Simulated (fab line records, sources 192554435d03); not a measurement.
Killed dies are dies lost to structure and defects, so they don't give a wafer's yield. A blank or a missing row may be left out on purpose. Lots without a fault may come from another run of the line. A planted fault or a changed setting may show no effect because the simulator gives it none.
fab line records | flow n5_finfet
record lots=9 wafers=27 last_day=17
route steps=1938 shown FIN_SAQP@141 FIN_CUT@175 STI_FIN_REVEAL@191 BEOL_M4@1111 PASSIVATION@1936
lots that met no fault: from a run of the same line without faults
start_h: hours from the record's first day to the start of the lot's first wafer shown | wait_h: hours since the lot's step before | " the same as in the row above | L1.1+2: a row that stands for several wafers | - no value, or no start given | * or withheld: withheld | < > ~ a bound
route shown NAME@n: a module of which the file shows steps, and the number in the route of the first | usual: mean/standard deviation of fault-free wafers | same: alike in all rows | chamber/n: place in a boat | sites: the reading at each site | _std_site: their standard deviation | _edge_site: outer sites' mean less inner sites' | radius_mm: how far each site lies from the wafer's centre | mask NAME#n: copy n | behind: the tool/chamber that last shaped the wafer | hold: why the lot was held/for how many hours/how that ended | device: the transistor (n, p or np) that didn't switch | end of line: the same wafers' tests at the end of the route | a step without rows: its recipe alone | killed: dies lost to structure and defects at the first sort, not the wafer's yield | map: a wafer's dies, x killed, . not, _ none there
set.NAME: the setting as run; set.NAME@STEP: as run at that earlier step | model.NAME: the simulator's own value behind a step, which no gauge read
steps of the route over a sample of lots; a table a step, a row a wafer
services: from which hour (start_h, from the record's first day; less than 0 if before it) a tool's chamber was out of use, for how many hours, and why
## steps
# step N5_FIN_SAQP_CD_MEAS_31
# recipe target_cd_nm=8 landing_energy_ev=1000 detector=se_inlens polarity=line
# usual cd_nm=8.13/0.22
# columns lot.wafer tool chamber start_h wait_h cd_nm
L621.1 cd_sem-02 0 33.18 0.1 8.01
L621.3 " 0 " " 8.18
L621.5 " 0 " " 7.94
L623.2 cd_sem-02 0 44.13 0.1 8.04
L623.5 " 0 " " 8.15
L623.6 " 0 " " 8.07
L629.1 cd_sem-02 0 81.19 0.1 7.92
L629.2 " 0 " " 7.94
L629.3 " 0 " " 8.49
L631.1 cd_sem-03 0 93.53 0.1 8.30
L631.4 " 0 " " 8.02
L631.5 " 0 " " 8.15
L636.2 cd_sem-02 0 122.56 0.1 7.94
L636.3 " 0 " " 8.36
L636.4 " 0 " " 8.01
L640.2 cd_sem-02 0 146.25 0.1 8.02
L640.3 " 0 " " 7.66
L640.4 " 0 " " 8.30
L641.1 cd_sem-01 0 152.20 0.1 8.23
L641.4 " 0 " " 8.19
L641.5 " 0 " " 8.08
L642.1 cd_sem-02 0 158.38 0.1 7.94
L642.2 " 0 " " 8.02
L642.6 " 0 " " 7.98
L643.1 cd_sem-01 0 163.45 0.1 7.78
L643.3 " 0 " " 8.13
L643.5 " 0 " " 8.50
# step N5_FIN_SAQP_FIN_ETCH_36
# recipe chemistry=HBr/Cl2/O2 target_depth_a=1200 mask_material=SiNx time_s=50.4 bias_w=102 pressure_mtorr=10 icp_w=800 HBr_flow_sccm=150 Cl2_flow_sccm=80 O2_flow_sccm=12
# usual O2_flow_sccm=12.00/0.042 bias_w=102.0/0.33 drypump_motor_current_A=5.9/0.54 oes_product_au=1.000/0.021 throttle_valve_pct=35.89/0.27
# same time_s=50.4
# columns lot.wafer tool chamber start_h wait_h O2_flow_sccm bias_w drypump_motor_current_A oes_product_au rf_hours_counter_h throttle_valve_pct
L621.1 rie_si-03 0 33.56 0.0 11.97 102.0 5.2 0.965 196 36.03
L621.3 " 3 " " 11.90 102.3 5.4 1.025 61 35.27
L621.5 " 0 " " 11.99 102.2 5.2 0.964 - 36.03
L623.2 rie_si-03 0 44.46 0.0 12.02 101.6 5.2 0.974 196 36.03
L623.5 " 1 " " 12.01 101.8 5.5 0.998 - 35.84
L623.6 " 0 " " 12.01 101.6 5.2 0.964 - 36.05
L629.1 rie_si-01 1 81.55 0.0 11.94 101.4 6.4 0.988 153 36.35
L629.2 " 3 " " 12.06 102.0 6.5 1.016 10 35.85
L629.3 " 2 " " 12.02 102.1 6.2 0.996 78 35.79
L631.1 rie_si-01 3 93.86 0.0 12.03 101.7 6.5 1.013 10 35.85
L631.4 " 0 " " 12.07 102.0 5.3 0.982 165 35.90
L631.5 " 2 " " 12.00 101.2 6.2 1.010 - 35.80
L636.2 rie_si-01 1 122.89 0.0 11.93 102.4 6.4 0.986 154 36.34
L636.3 " 3 " " 11.99 102.3 6.5 1.007 11 35.86
L636.4 " 2 " " 11.94 102.1 6.2 0.994 78 35.81
L640.2 rie_si-02 1 146.64 0.0 12.04 101.7 6.3 1.021 4 36.09
L640.3 " 2 " " 12.06 102.2 6.1 0.984 24 35.68
L640.4 " 0 " " 12.03 102.2 5.8 0.966 133 36.26
L641.1 rie_si-03 2 152.53 0.0 12.03 101.5 6.7 1.001 155 35.96
L641.4 " 0 " " 12.03 102.2 5.3 1.038 0 35.69
L641.5 " 3 " " 12.07 102.0 5.4 1.021 - 35.27
L642.1 rie_si-03 1 158.71 0.0 12.04 102.0 5.5 1.017 71 35.82
L642.2 " 3 " " 11.94 102.1 5.4 1.022 64 35.27
L642.6 " 1 " " 12.05 102.3 5.5 1.009 - 35.84
L643.1 rie_si-01 2 163.79 0.0 12.00 101.7 6.2 1.021 79 35.78
L643.3 " 3 " " 11.93 101.5 6.5 1.011 12 35.86
L643.5 " 3 " " 12.07 101.7 6.5 1.010 - 35.86
# step N5_FIN_CUT_PRECLEAN_35
# recipe time_s=13.3 temp_c=45 pressure_torr=125 p_hf_torr=3 p_coreactant_torr=25 chemistry=vHF
# usual drypump_motor_current_A=5.52/0.25
# same time_s=13.3
# columns lot.wafer tool chamber start_h wait_h drypump_motor_current_A
L621.1 vapor_etch-01 0 35.17 0.3 5.34
L621.3 " 0 " " 5.33
L621.5 " 0 " " 5.34
L623.2 vapor_etch-02 0 45.79 0.0 5.95
L623.5 " 1 " " 5.31
L623.6 " 0 " " 5.96
L629.1 vapor_etch-02 0 82.90 0.0 5.93
L629.2 " 1 " " 5.29
L629.3 " 0 " " 5.93
L631.1 vapor_etch-02 0 95.53 0.1 5.93
L631.4 " 1 " " 5.31
L631.5 " 0 " " 5.92
L636.2 vapor_etch-01 0 124.11 0.0 5.31
L636.3 " 1 " " 5.51
L636.4 " 0 " " 5.33
L640.2 vapor_etch-01 1 147.86 0.0 5.48
L640.3 " 0 " " 5.33
L640.4 " 1 " " 5.50
L641.1 vapor_etch-01 1 153.76 0.0 5.47
L641.4 " 1 " " 5.50
L641.5 " 1 " " 5.48
L642.1 vapor_etch-02 1 160.09 0.0 5.29
L642.2 " 0 " " 5.90
L642.6 " 1 " " 5.30
L643.1 vapor_etch-02 1 165.14 0.0 5.32
L643.3 " 1 " " 5.30
L643.5 " 1 " " 5.29
# step N5_FIN_CUT_INSPECT_17
# recipe inspect_instrument=brightfield mode=aei
# usual raw_defect_count=226/57
# columns lot.wafer tool chamber start_h wait_h raw_defect_count
L621.1 defect_inspect-02 - 35.57 0.0 152
L621.3 " - " " 326
L621.5 " - " " 215
L623.2 defect_inspect-01 - 46.15 0.0 191
L623.5 " - " " 335
L623.6 " - " " 284
L629.1 defect_inspect-02 - 83.55 0.0 771
L629.2 " - " " 792
L629.3 " - " " 791
L631.1 defect_inspect-01 - 95.90 0.0 639
L631.4 " - " " 692
L631.5 " - " " 655
L636.2 defect_inspect-01 - 124.58 0.0 223
L636.3 " - " " 260
L636.4 " - " " 167
L640.2 defect_inspect-02 - 148.42 0.0 162
L640.3 " - " " 204
L640.4 " - " " 169
L641.1 defect_inspect-01 - 154.13 0.0 248
L641.4 " - " " 288
L641.5 " - " " 378
L642.1 defect_inspect-01 - 160.46 0.0 274
L642.2 " - " " 298
L642.6 " - " " 254
L643.1 defect_inspect-01 - 165.80 0.3 271
L643.3 " - " " 222
L643.5 " - " " 342
# step N5_STI_FIN_REVEAL_STRIP_24
# recipe chemistry=N2/H2 time_s=90 power_w=100 temp_c=40 pressure_mtorr=100 rf_frequency_hz=6e+07 bias_power_w=3 n2_flow_sccm=300 h2_flow_sccm=300
# usual drypump_motor_current_A=5.5/0.51 oes_product_au=0.78/0.075 rf_vpp_V=45.3/0.87 showerhead_plenum_p_Torr=3.38/0.11 throttle_valve_pct=12.23/0.28
# same time_s=90
# columns lot.wafer tool chamber start_h wait_h drypump_motor_current_A oes_product_au rf_hours_counter_h rf_vpp_V showerhead_plenum_p_Torr throttle_valve_pct
L621.1 rie_diel-01 2 41.49 0.0 5.2 0.82 61 46.1 3.57 12.33
L621.3 " 0 " " 5.7 0.75 162 45.2 3.35 12.34
L621.5 " 0 " " 5.7 0.75 - 45.0 3.35 12.33
L623.2 rie_diel-06 2 52.01 0.0 5.2 0.86 68 45.7 3.30 12.26
L623.5 " 2 " " 5.2 0.85 - 44.9 3.30 12.25
L623.6 " 1 " " 5.4 0.85 - 45.7 3.41 12.01
L629.1 rie_diel-03 0 89.42 0.0 6.3 0.71 192 45.3 3.50 12.44
L629.2 " 1 " " 4.8 0.83 66 44.6 3.28 11.73
L629.3 " 3 " " 5.8 0.69 240 45.0 3.44 12.56
L631.1 rie_diel-01 3 101.77 0.0 6.5 0.90 23 46.2 3.58 11.77
L631.4 " 0 " " 5.7 0.74 186 45.2 3.34 12.39
L631.5 " 1 " " 5.8 0.69 - 45.4 3.33 12.54
L636.2 rie_diel-01 3 130.28 0.0 6.5 0.88 31 45.1 3.58 11.80
L636.3 " 0 " " 5.6 0.74 194 44.7 3.34 12.40
L636.4 " 1 " " 5.8 0.68 246 45.8 3.32 12.55
L640.2 rie_diel-03 3 154.24 0.0 5.8 0.96 6 44.9 3.44 11.97
L640.3 " 2 " " 5.8 0.71 201 44.5 3.21 12.38
L640.4 " 1 " " 4.8 0.80 92 46.4 3.27 11.78
L641.1 rie_diel-06 2 159.82 0.0 5.2 0.82 104 45.4 3.28 12.33
L641.4 " 1 " " 5.4 0.81 97 45.0 3.39 12.09
L641.5 " 0 " " 5.1 0.73 - 45.0 3.50 12.54
L642.1 rie_diel-03 1 166.52 0.0 4.8 0.80 96 44.8 3.26 11.81
L642.2 " 0 " " 6.3 0.70 221 44.6 3.48 12.50
L642.6 " 1 " " 4.9 0.80 - 44.4 3.26 11.83
L643.1 rie_diel-06 1 171.62 0.0 5.3 0.80 101 44.2 3.39 12.10
L643.3 " 0 " " 5.1 0.73 190 47.1 3.49 12.57
L643.5 " 0 " " 5.1 0.72 - 44.9 3.49 12.56
# step N5_BEOL_M4_RC_MEAS_101
# usual DIBL_N=36.3/1.7 DIBL_P=36.5/1.8 IOFF_N=0.16/0.033 IOFF_P=0.21/0.037 ION_N=675/11 ION_P=462/7.9 SS_N=71.6/0.64 SS_P=73.3/0.68 VT_N=249/3.3 VT_P=-250/3.3
# columns lot.wafer tool chamber start_h wait_h DIBL_N[mV/V] DIBL_P[mV/V] IOFF_N[nA/um] IOFF_P[nA/um] ION_N[uA/um] ION_P[uA/um] SS_N[mV/dec] SS_P[mV/dec] VT_N[mV] VT_P[mV]
L621.1 prober-02 0 179.55 0.0 33.6 34.1 0.14 0.21 673 467 71.1 73.2 248 -248
L621.3 " 0 " " 36.4 37.0 0.18 0.25 679 468 72.3 73.4 250 -249
L621.5 " 0 " " 35.8 36.4 0.17 0.24 676 467 71.8 73.1 249 -246
L623.2 prober-01 0 181.49 0.2 35.7 36.1 0.15 0.18 682 467 71.0 73.3 251 -251
L623.5 " 0 " " 33.6 33.4 0.11 0.14 681 462 71.0 72.8 255 -257
L623.6 " 0 " " 36.1 36.5 0.14 0.18 677 463 71.5 73.3 253 -253
L629.1 prober-02 0 223.77 0.1 34.4 34.8 0.11 0.16 662 448 70.0 72.8 253 -257
L629.2 " 0 " " 36.1 37.7 0.14 0.21 653 460 70.6 73.9 253 -251
L629.3 " 0 " " 36.9 38.2 0.15 0.20 662 450 71.1 73.8 251 -253
L631.1 prober-01 0 225.25 0.0 35.8 36.3 0.16 0.20 684 464 71.3 72.9 249 -251
L631.4 " 0 " " 35.6 34.7 0.15 0.17 666 450 71.1 72.7 249 -253
L631.5 " 0 " " 34.2 33.9 0.13 0.17 657 448 71.1 72.1 251 -253
L636.2 prober-02 0 258.71 0.2 38.3 38.1 0.17 0.20 681 455 72.2 74.4 250 -254
L636.3 " 0 " " 37.4 36.6 0.15 0.19 660 457 72.0 73.6 252 -255
L636.4 " 0 " " 39.3 38.4 0.17 0.20 661 450 73.0 73.8 251 -253
L640.2 prober-02 0 288.09 0.2 33.4 33.1 0.13 0.17 682 465 71.4 72.7 251 -254
L640.3 " 0 " " 35.3 34.8 0.16 0.19 677 462 71.3 73.6 247 -251
L640.4 " 0 " " 34.3 33.9 0.14 0.18 672 459 71.9 73.2 250 -252
L641.1 prober-02 0 291.64 0.0 40.0 40.9 0.28 0.27 717 475 72.9 74.6 241 -250
L641.4 " 0 " " 38.2 38.7 0.23 0.24 695 461 73.1 74.5 242 -249
L641.5 " 0 " " 37.6 37.9 0.21 0.22 687 459 71.7 73.4 245 -251
L643.1 prober-01 0 298.10 0.0 33.2 33.6 0.12 0.16 669 452 71.2 72.4 252 -256
L643.3 " 0 " " 36.3 37.7 0.18 0.21 678 461 71.9 74.4 248 -250
L643.5 " 0 " " 36.8 38.6 0.19 0.22 677 458 72.1 74.3 246 -253
L642.1 prober-02 0 298.18 0.0 36.2 35.1 0.14 0.17 662 447 71.2 73.8 253 -251
L642.2 " 0 " " 37.3 36.3 0.16 0.18 677 458 72.1 73.9 249 -254
L642.6 " 0 " " 37.5 37.0 0.16 0.20 673 458 71.5 74.2 247 -253
# step N5_PASSIVATION_PROBE_49
# usual defect_limited_yield=91.3/1.5 killed_at_M0_to_M3=34/9.4 killed_at_M4_up=13/5.3 killed_at_contacts=13/5.7 killed_at_front_end=40/10 killed_at_other=3.7/2.8 killed_dies=103/17 killed_open=67/13 killed_short=35/8.5 sort_bin_4_leakage=0.00/0.016 sort_bin_5_function=5.0/0.98 sort_bin_6_memory=3.3/0.7 sort_n_pass=1077/17 sort_yield_pct=91.3/1.5
# same gross_dies=1180 killed_at_back_side=0 sort_bin_8_speed[%]=0
# columns lot.wafer tool chamber start_h wait_h defect_limited_yield[%] killed_at_M0_to_M3 killed_at_M4_up killed_at_contacts killed_at_front_end killed_at_other killed_dies killed_open killed_short sort_bin_4_leakage[%] sort_bin_5_function[%] sort_bin_6_memory[%] sort_n_pass sort_yield_pct[%]
L629.1 prober-01 - 331.29 0.0 83.3 30 10 6 142 9 197 53 24 0 9.8 4.2 983 83.3
L629.2 prober-01 - 331.34 0.1 80.8 34 19 5 165 4 227 65 35 0 11.4 5.3 953 80.8
L629.3 prober-01 - 331.39 0.1 82.9 29 16 7 144 6 202 48 31 0 10.8 3.7 978 82.9
L631.1 prober-02 - 331.64 0.0 81.7 40 20 7 147 2 216 71 26 0 11.4 4.6 964 81.7
L631.4 prober-02 - 331.79 0.2 81.7 24 26 9 152 5 216 63 31 0 13.2 3.6 964 81.7
L631.5 prober-02 - 331.84 0.2 81.4 26 14 14 163 3 220 60 43 0 13.1 3.9 960 81.4
# killed by level:class
L629.1 FIN_CUT:unspecified=120 BEOL_M2:geometric_particle:open=9 BEOL_M0_SAQP:geometric_particle:open=8 BEOL_M0_SAQP:geometric_particle:short=7 FIN_SAQP:geometric_particle:short=6 MOL_CONTACT_COAG:geometric_particle:open=6 ILD0:geometric_particle:open=5 BEOL_M4:geometric_particle:open=5
L629.2 FIN_CUT:unspecified=126 FIN_SAQP:geometric_particle:short=11 STI_FIN_REVEAL:geometric_particle:open=11 BEOL_M4:geometric_particle:open=11 BEOL_M0_SAQP:geometric_particle:short=10 BEOL_M2:geometric_particle:open=10 DUMMY_GATE:geometric_particle:open=6 BEOL_M0_SAQP:geometric_particle:open=6
L629.3 FIN_CUT:unspecified=123 FIN_SAQP:geometric_particle:short=10 BEOL_M0_SAQP:geometric_particle:open=7 BEOL_M4:geometric_particle:open=7 MOL_CONTACT_COAG:geometric_particle:open=6 BEOL_M2:geometric_particle:open=6 BEOL_M0_SAQP:geometric_particle:short=5 BEOL_M1:geometric_particle:short=4
L631.1 FIN_CUT:unspecified=119 DUMMY_GATE:geometric_particle:open=11 BEOL_M0_SAQP:geometric_particle:short=10 BEOL_M2:geometric_particle:open=10 MOL_CONTACT_COAG:geometric_particle:open=6 BEOL_M0_SAQP:geometric_particle:open=5 STI_FIN_REVEAL:geometric_particle:open=5 BEOL_M4:geometric_particle:open=5
L631.4 FIN_CUT:unspecified=121 BEOL_M4:geometric_particle:open=15 MOL_CONTACT_COAG:geometric_particle:open=7 BEOL_M2:geometric_particle:open=7 FIN_SAQP:geometric_particle:short=6 BEOL_M0_SAQP:geometric_particle:open=6 DUMMY_GATE:geometric_particle:open=5 BEOL_M0_SAQP:geometric_particle:short=5
L631.5 FIN_CUT:unspecified=117 FIN_SAQP:geometric_particle:short=11 MOL_CONTACT_COAG:geometric_particle:open=11 FIN_SAQP:geometric_particle:open=8 BEOL_M4:geometric_particle:open=7 STARTING-WAFER:geometric_particle:short=6 GATE_CUT:geometric_particle:open=5 BEOL_M0_SAQP:geometric_particle:open=5
## services
# columns tool chamber start_h hours kind
rie_diel-01 3 13.14 - clean
rie_diel-01 3 13.14 - consumable_replace:focus_ring
rie_diel-01 3 13.14 - consumable_replace:showerhead
rie_diel-01 3 13.14 15.8 scheduled_down
rie_diel-01 3 13.14 15.8 vent_cycle
rie_si-01 1 38.15 1.3 repair
rie_si-01 0 40.30 3.2 repair
rie_diel-06 - 54.77 0.3 repair
rie_diel-03 2 54.77 2.2 repair
rie_diel-01 3 68.92 12.7 repair
vapor_etch-01 - 78.71 0.2 repair
rie_diel-06 - 89.79 0.7 repair
rie_si-03 1 91.18 11.2 repair
rie_si-02 3 104.78 3.9 repair
rie_diel-03 3 115.55 - clean
rie_diel-03 3 115.55 - consumable_replace:focus_ring
rie_diel-03 3 115.55 23.0 scheduled_down
rie_diel-03 3 115.55 23.0 vent_cycle
rie_si-03 0 119.68 - clean
rie_si-03 0 119.68 21.5 scheduled_down
rie_si-03 0 119.68 21.5 vent_cycle
vapor_etch-01 1 121.53 1.8 repair
rie_diel-03 2 140.46 3.9 repair
rie_si-03 0 141.89 4.0 repair
## key
first_sign step=N5_FIN_CUT_INSPECT_17 reading=raw_defect_count direction=up sigmas=8.8 usual=226 struck=723
effect step=N5_PASSIVATION_PROBE_49 reading=killed_at_front_end direction=up sigmas=11 usual=40 struck=152
more_kills_born_at N5_FIN_CUT_PRECLEAN_35@vapor_etch-02=725
met_at N5_FIN_CUT_PRECLEAN_35
struck_lots L629,L631
not_acting_at N5_FIN_SAQP_CD_MEAS_31,N5_FIN_SAQP_FIN_ETCH_36,N5_STI_FIN_REVEAL_STRIP_24
onset_between 45.79 82.90
fault kind=chamber_particle_source tool=vapor_etch-02 chamber=- onset_h=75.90 steps=N5_FIN_CUT_PRECLEAN_35 rate_per_visit_cm2=0.80351 end_h=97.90
